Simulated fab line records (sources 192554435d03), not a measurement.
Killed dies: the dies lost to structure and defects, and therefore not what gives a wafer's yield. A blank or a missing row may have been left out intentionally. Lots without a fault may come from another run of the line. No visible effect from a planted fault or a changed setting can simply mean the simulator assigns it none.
The same fault as seen by 2 desks || flow n5-finfet || only its own numbers are on each desk; what lay behind them is given at the end

## AT THE TOOL OWNER'S DESK: litho-track-01
The tool's own readings at N5_BEOL_M11_COAT_22 (resist thk 90 nm): means of the sampled wafers that have a number, for each lot that ran on this tool. Marked OUT: a lot whose mean sits more than 4 standard deviations from the usual mean, which makes it out of limits; the brackets give that distance.
Columns: A = exhaust-pa at N5_BEOL_M11_COAT_22, usual 45.0 Pa; B = spin-speed-rpm at N5_BEOL_M11_COAT_22, usual 1500.1 rpm
{"lot": "L379", "first seen here": "day 12 04:54", "A": 45.0, "B": 1499.3}
{"lot": "L381", "first seen here": "day 12 07:37", "A": 45.5, "B": 1498.7}
{"lot": "L387", "first seen here": "day 13 22:07", "A": 45.8, "B": "1553.7 (+49) OUT"}
{"lot": "L389", "first seen here": "day 15 11:55", "A": 45.1, "B": "1553.7 (+49) OUT"}
This desk finds L387, L389 out of limits, L387 being first, at day 13 22:07 (spin-speed-rpm at N5_BEOL_M11_COAT_22). In limits: L379, L381.

## METROLOGY DESK
Means of the sampled wafers that have a number, per lot and without regard to the tool the lot ran on: this is what the gauges read. Marked OUT: a lot whose mean sits more than 4 standard deviations from the usual mean, which makes it out of limits; the brackets give that distance.
Columns: A = cd-nm at N5_BEOL_M11_CD_MEAS_11, usual 64.0 nm; B = cd-nm at N5_BEOL_M11_CD_MEAS_28, usual 70.6 nm
{"lot": "L378", "first seen here": "day 11 22:04", "A": 63.3, "B": 70.1}
{"lot": "L376", "first seen here": "day 12 01:08", "A": 64.1, "B": 70.5}
{"lot": "L379", "first seen here": "day 12 03:29", "A": 63.8, "B": 71.6}
{"lot": "L381", "first seen here": "day 12 06:21", "A": 64.9, "B": 69.3}
{"lot": "L377", "first seen here": "day 12 06:37", "A": 65.2, "B": 70.7}
{"lot": "L387", "first seen here": "day 13 21:10", "A": 64.0, "B": 71.3}
{"lot": "L392", "first seen here": "day 15 08:48", "A": 64.0, "B": 70.1}
{"lot": "L389", "first seen here": "day 15 09:02", "A": 63.3, "B": 69.9}
{"lot": "L394", "first seen here": "day 15 09:11", "A": 63.4, "B": 70.6}
{"lot": "L395", "first seen here": "day 16 07:16", "A": 64.6, "B": 71.9}
{"lot": "L396", "first seen here": "day 16 08:05", "A": 64.1, "B": 71.0}
{"lot": "L397", "first seen here": "day 16 18:03", "A": 64.7, "B": 70.6}
This desk found nothing out of limits on any of the 12 lots.

## ALL TOGETHER
The tool owner's desk had the chance to raise an alarm at day 13 22:07 on L387, L389.
From the metrology desk's view, nothing was out of limits.
The metrology desk has L387, L389 on record, within its limits.
The lots listed all ran N5_BEOL_M11_COAT_22 on litho-track-01.

## WHAT THE SIMULATOR HAD PUT IN
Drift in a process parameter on litho-track-01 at N5_BEOL_M11_COAT_22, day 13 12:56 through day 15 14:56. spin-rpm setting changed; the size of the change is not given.
Shown lots that were struck: L387, L389.
Time in hours from fault onset to the first out-of-limits reading at each desk: the tool owner's desk, 9.
